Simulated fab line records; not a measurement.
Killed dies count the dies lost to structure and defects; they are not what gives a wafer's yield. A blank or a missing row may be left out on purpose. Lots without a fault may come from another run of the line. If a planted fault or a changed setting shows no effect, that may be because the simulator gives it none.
fab line records ; flow nand-harc
[record] lots = 4; wafers = 12; last-day = 33
route steps=1302 shown A_ONON_D1@426 A_CHANNEL_HOLE_D1@450 END@1302
lots with no fault: from the same line, run without faults
start-h: hours from the record's opening day to when the first of the lot's shown wafers began ; wait-h: how many hours have passed since the lot's step before this one ; " repeats the value in the row above ; L1.1+2: one row covering several wafers at once ; - either no value or no given start ; * or withheld: withheld ; < > ~ a bound
route shown NAME@n: a module of which the file shows steps, and the number in the route of the first ; usual: average and standard deviation across the fault-free wafers ; same: alike in all rows ; chamber/n: place in a boat ; sites: the reading at each site ; _std_site: the values' standard deviation ; _edge_site: the outer-site mean with the inner-site mean subtracted ; radius-mm: for every site, how far away it sits from the centre of the wafer ; mask NAME#n: copy n ; behind: the tool/chamber that last shaped the wafer ; hold: the reason the lot was held/the length of the hold in hours/how it ended ; device: the n, p or np transistor that did not switch ; end of line: the tests these same wafers got at the end of their route ; a step with no rows: only its recipe ; killed: at the first sort, the dies lost to defects and structure; wafer yield is something else ; map: a wafer's dies, marking killed ones x, the rest . and places with no die _
set.NAME: the run value of the setting; set.NAME@STEP: its run value at that earlier step ; model.NAME: the simulator's own value behind a step, which no gauge read
lots at selected steps of the route; one table per step, one row per wafer
services: a tool's chamber out of use, with start hour (start-h, from the record's first day; less than 0 if before it), hours out, and reason
[[steps]]
[step NHARC_A_ONON_D1_DEP_03]
[recipe] target-thk-a = 10000; n2-flow-sccm = 2750; n2o-flow-sccm = 2000; nh3-flow-sccm = 500; sih4-flow-sccm = 210; temp-c = 400
[step NHARC_A_ONON_D1_DEP_06]
[recipe] target-thk-a = 10000; n2-flow-sccm = 2750; n2o-flow-sccm = 2000; nh3-flow-sccm = 500; sih4-flow-sccm = 210; temp-c = 400
[step NHARC_A_ONON_D1_DEP_09]
[recipe] target-thk-a = 10000; n2-flow-sccm = 2750; n2o-flow-sccm = 2000; nh3-flow-sccm = 500; sih4-flow-sccm = 210; temp-c = 400
[step NHARC_A_ONON_D1_DEP_12]
[recipe] target-thk-a = 10000; n2-flow-sccm = 2750; n2o-flow-sccm = 2000; nh3-flow-sccm = 500; sih4-flow-sccm = 210; temp-c = 400
[step NHARC_A_ONON_D1_ANNEAL_15]
[recipe] temp-c = 750; time-s = 3600
[step NHARC_A_ONON_D1_DEP_16]
[recipe] target-thk-a = 10000; n2-flow-sccm = 2750; n2o-flow-sccm = 2000; nh3-flow-sccm = 500; sih4-flow-sccm = 210; temp-c = 400
[step NHARC_A_ONON_D1_DEP_19]
[recipe] target-thk-a = 10000; n2-flow-sccm = 2750; n2o-flow-sccm = 2000; nh3-flow-sccm = 500; sih4-flow-sccm = 210; temp-c = 400
[usual] susceptor-temp-C = 399.98/0.26
lot.wafer;tool;chamber;start-h;wait-h;susceptor-temp-C
L124.3;pecvd-onon-02;0;205.91;0.2;399.84
L124.4;pecvd-onon-02;0;205.91;0.2;400.05
L124.6;pecvd-onon-02;0;205.91;0.2;399.82
L139.1;pecvd-onon-02;0;351.58;0.1;400.07
L139.3;pecvd-onon-02;0;351.58;0.1;399.88
L139.6;pecvd-onon-02;0;351.58;0.1;399.95
L143.3;pecvd-onon-02;0;390.35;0.2;399.86
L143.5;pecvd-onon-02;0;390.35;0.2;399.37
L143.6;pecvd-onon-02;0;390.35;0.2;400.03
L144.2;pecvd-onon-04;0;403.41;0.1;400.24
L144.4;pecvd-onon-04;0;403.41;0.1;400.17
L144.6;pecvd-onon-04;0;403.41;0.1;399.99
[step NHARC_A_ONON_D1_DEP_22]
[recipe] target-thk-a = 10000; n2-flow-sccm = 2750; n2o-flow-sccm = 2000; nh3-flow-sccm = 500; sih4-flow-sccm = 210; temp-c = 400
[step NHARC_A_ONON_D1_DEP_25]
[recipe] target-thk-a = 10000; n2-flow-sccm = 2750; n2o-flow-sccm = 2000; nh3-flow-sccm = 500; sih4-flow-sccm = 210; temp-c = 400
[step NHARC_A_ONON_D1_DEP_28]
[recipe] target-thk-a = 10000; n2-flow-sccm = 2750; n2o-flow-sccm = 2000; nh3-flow-sccm = 500; sih4-flow-sccm = 210; temp-c = 400
[step NHARC_A_ONON_D1_DEP_33]
[recipe] target-thk-a = 2000; temp-c = 400; pressure-torr = 6.5; rf-w = 900; teos-flow-sccm = 161.4; flow-sccm = 2650; target-thk-nm = 200; gas = O2; material = SiO2
[step NHARC_A_CHANNEL_HOLE_D1_DEP_00]
[recipe] target-thk-a = 31000; temp-c = 400; material = aC
[step NHARC_A_CHANNEL_HOLE_D1_DEP_01]
[recipe] target-thk-a = 1400; target-thk-nm = 140; temp-c = 400; pressure-torr = 3.5; flow-sccm = 200; rf-w = 350; material = SiON
[step NHARC_A_CHANNEL_HOLE_D1_DEHYDRATE_02]
[recipe] temp-c = 150; time-s = 120
[step NHARC_A_CHANNEL_HOLE_D1_HMDS_03]
[recipe] time-s = 30
[step NHARC_A_CHANNEL_HOLE_D1_COAT_36]
[recipe] temp-c = 260; time-s = 75
[step NHARC_A_CHANNEL_HOLE_D1_COAT_37]
[recipe] temp-c = 225; time-s = 65
[step NHARC_A_CHANNEL_HOLE_D1_COAT_04]
[recipe] spin-rpm = 1500; resist-thk-nm = 90
[step NHARC_A_CHANNEL_HOLE_D1_SOFTBAKE_05]
[recipe] temp-c = 105; time-s = 55
[step NHARC_A_CHANNEL_HOLE_D1_EBR_06]
[step NHARC_A_CHANNEL_HOLE_D1_EXPOSE_07]
[recipe] na = 1.35; target-cd-nm = 100; sigma-outer = 0.3; dose-mj = 59.65; mask-id = HOLE_D1
[step NHARC_A_CHANNEL_HOLE_D1_PEB_08]
[recipe] peb-temp-c = 100; peb-time-s = 65
[step NHARC_A_CHANNEL_HOLE_D1_DEVELOP_09]
[recipe] develop-time-s = 35; dev-temp-c = 23
[step NHARC_A_CHANNEL_HOLE_D1_DESCUM_15]
[recipe] time-s = 3; o2-flow-sccm = 200; ar-flow-sccm = 0; bias-power-w = 0; chemistry = O2
[step NHARC_A_CHANNEL_HOLE_D1_ETCH_38]
[recipe] target-depth-a = 390; over-etch-frac = 0.3; time-s = 65; ion-energy-ev = 80; cf4-flow-sccm = 150; ar-flow-sccm = 0; rf-w = 300; bias-w = 100; chemistry = CF4
[step NHARC_A_CHANNEL_HOLE_D1_ETCH_39]
[recipe] target-depth-a = 2600; over-etch-frac = 0.3; time-s = 325; ion-energy-ev = 200; n2-flow-sccm = 150; h2-flow-sccm = 150; ar-flow-sccm = 0; rf-w = 400; bias-w = 150; chemistry = N2/H2
[step NHARC_END_SORT_01]
[recipe] temp-c = 25
[usual] killed-at-array = 59/19; killed-at-other = 0.6/0.85; killed-at-periphery = 3.8/2.5; killed-dies = 64/19; killed-open = 3.3/1.8; killed-short = 2.2/1.6
[same] gross-dies = 677
lot.wafer;tool;chamber;start-h;wait-h;killed-at-array;killed-at-other;killed-at-periphery;killed-dies;killed-open;killed-short
L139.1;prober-01;0;761.75;2.5;164;0;3;167;3;4
L139.3;prober-01;0;763.35;3.1;161;0;1;162;2;0
L139.6;prober-01;0;765.74;4.0;161;0;7;168;4;5
L143.3;prober-02;0;774.35;3.1;137;2;3;142;2;2
L143.5;prober-02;0;775.93;3.7;121;2;4;127;1;2
L143.6;prober-02;0;776.72;4.0;156;1;9;166;4;6
// killed by level:class
L139.1 A_ONON_D1:unspecified=84 A_CHANNEL_HOLE_D1:chamber-film-flake=36 A_SLIT:chamber-film-flake=35 A_CONTACT:chamber-film-flake=2 P_GATE:geometric-particle:short=1 P_CONTACT:geometric-particle:open=1 A_ONON_D1:geometric-particle:short=1 A_ONON_D1:geometric-particle:open=1
L139.3 A_ONON_D1:unspecified=84 A_CHANNEL_HOLE_D1:chamber-film-flake=35 A_SLIT:chamber-film-flake=32 A_DECK1_JOINT:chamber-film-flake=2 A_CHANNEL_FILL_D2:chamber-film-flake=2 A_STAIRCASE:chamber-film-flake=2 A_CONTACT:chamber-film-flake=2 A_CHANNEL_FILL_D2:geometric-particle:open=1
L139.6 A_ONON_D1:unspecified=81 A_SLIT:chamber-film-flake=33 A_CHANNEL_HOLE_D1:chamber-film-flake=32 A_WL_FILL:chamber-film-flake=3 A_CONTACT:chamber-film-flake=3 P_ZERO_WELL:chamber-film-flake=2 P_CONTACT:geometric-particle:open=1 P_M0:geometric-particle:short=1
L143.3 A_ONON_D1:unspecified=84 A_SLIT:chamber-film-flake=35 A_CHANNEL_HOLE_D1:chamber-film-flake=13 P_GATE:chamber-film-flake=2 THIN_TSV:chamber-film-flake=2 P_STI:geometric-particle:open=1 A_CHANNEL_FILL_D2:geometric-particle:open=1 A_CHANNEL_FILL_D2:geometric-particle:short=1
L143.5 A_ONON_D1:unspecified=75 A_SLIT:chamber-film-flake=28 A_CHANNEL_HOLE_D1:chamber-film-flake=9 A_CONTACT:chamber-film-flake=3 P_GATE:chamber-film-flake=2 THIN_TSV:chamber-film-flake=2 A_STAIRCASE:chamber-film-flake=2 P_CONTACT:geometric-particle:open=1
L143.6 A_ONON_D1:unspecified=95 A_SLIT:chamber-film-flake=35 A_CHANNEL_HOLE_D1:chamber-film-flake=14 P_STI:chamber-film-flake=4 P_GATE:chamber-film-flake=3 A_ONON_D1:geometric-particle:short=2 A_CHANNEL_FILL_D2:geometric-particle:open=2 A_WL_FILL:geometric-particle:short=2
// map L139.6 (x killed, . not)
____________.____________
_________......._________
_______.......x..x_______
______x.x.x....xxxx______
_____x..........xxxx_____
____............xxxx.____
____x..........xxxx..____
___..........xxxxxxx..___
___..............xxxxx___
__..............xxxx...__
__..............x.x....__
_.................x....._
_..x...................._
_..x.....x............x._
_.x.x..................x_
_..xxx.................._
..xxxxx.x................
.xxxxxx..................
.xxxxxxx.................
xxxxxxxxx................
xxxxxxxxxx.......x.......
_xxxxxxx.......xx......._
_xxxxxxx......xx.x......_
_xxxxxx.....xxx.x.x....._
_xxxxxx.x.....xx.x......_
_xxxxxx......xxxx.x....._
__.xxxx..x...xxxxxx..x.__
__...x.......xxxx......__
___x.........x..x.....___
___.............x.....___
____..........xxx....____
____.................____
_____..............._____
______.....x.......______
_______.........x._______
_________......._________
____________.____________
// map L143.6 (x killed, . not)
____________.____________
_________.....xx_________
_______......x.x.x_______
______......xxxxxxx______
_____.......xxxxxx.._____
____.......xxxx.xx...____
____........xxxxx..x.____
___..........xx.xxxx..___
___.........x.xx.x.x..___
__............xxxxxx...__
__x..........x.x.x.....__
_......................._
_.x.x..................._
_.x........x........x..._
_.xxxxx.x..............._
_xx.x..x.........x......_
.xxxxxx.x................
xxxxxxxx.................
xxxxxxxxx................
xxxxxxxx.................
xxxxxxxx........x......x.
_xxxxxxx............x..._
_xxxxxxxx.....x........._
_xxxxxxx..x.....x.....xx_
_xxxxxxx................_
_xxxxxxx................_
__x.xxxx...............__
__....x........x.......__
___..x................___
___...x.....x.........___
____x................____
____...x.............____
_____.....x........x_____
______.......x.....______
_______..........._______
_________......._________
____________.____________
[[services]]
tool;chamber;start-h;hours;kind
pecvd-onon-02;-;185.09;13.0;pm
pecvd-onon-04;-;241.68;7.7;repair
pecvd-onon-04;-;311.91;13.0;pm
pecvd-onon-02;-;366.09;13.0;pm
[[key]]
[first-sign] step = NHARC_END_SORT_01; reading = killed-dies; direction = up; sigmas = 4.9; usual = 64; struck = 155
[effect] step = NHARC_END_SORT_01; reading = killed-at-array; direction = up; sigmas = 4.8; usual = 59; struck = 150
[more-kills-born-at] NHARC_A_ONON_D1_DEP_19@pecvd-onon-02 = 503
met-at NHARC_A_ONON_D1_DEP_19
struck-wafers L139.1,L139.3,L139.6,L143.3,L143.5,L143.6
tester-left-out L139,L143
onset-between 205.91 351.58
[fault] kind = chamber-particle-source; tool = pecvd-onon-02; chamber = -; onset-h = 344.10; steps = NHARC_A_ONON_D1_DEP_19; rate-per-visit-cm2 = 0.98749; end-h = 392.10
// tester-left-out: of these lots the tester's yield and bins aren't shown, on N5 and GAA mostly nor the transistor test; their killed dies are dies lost to structure and defects alone, not to doping, threshold or leakage, so they don't give the yield
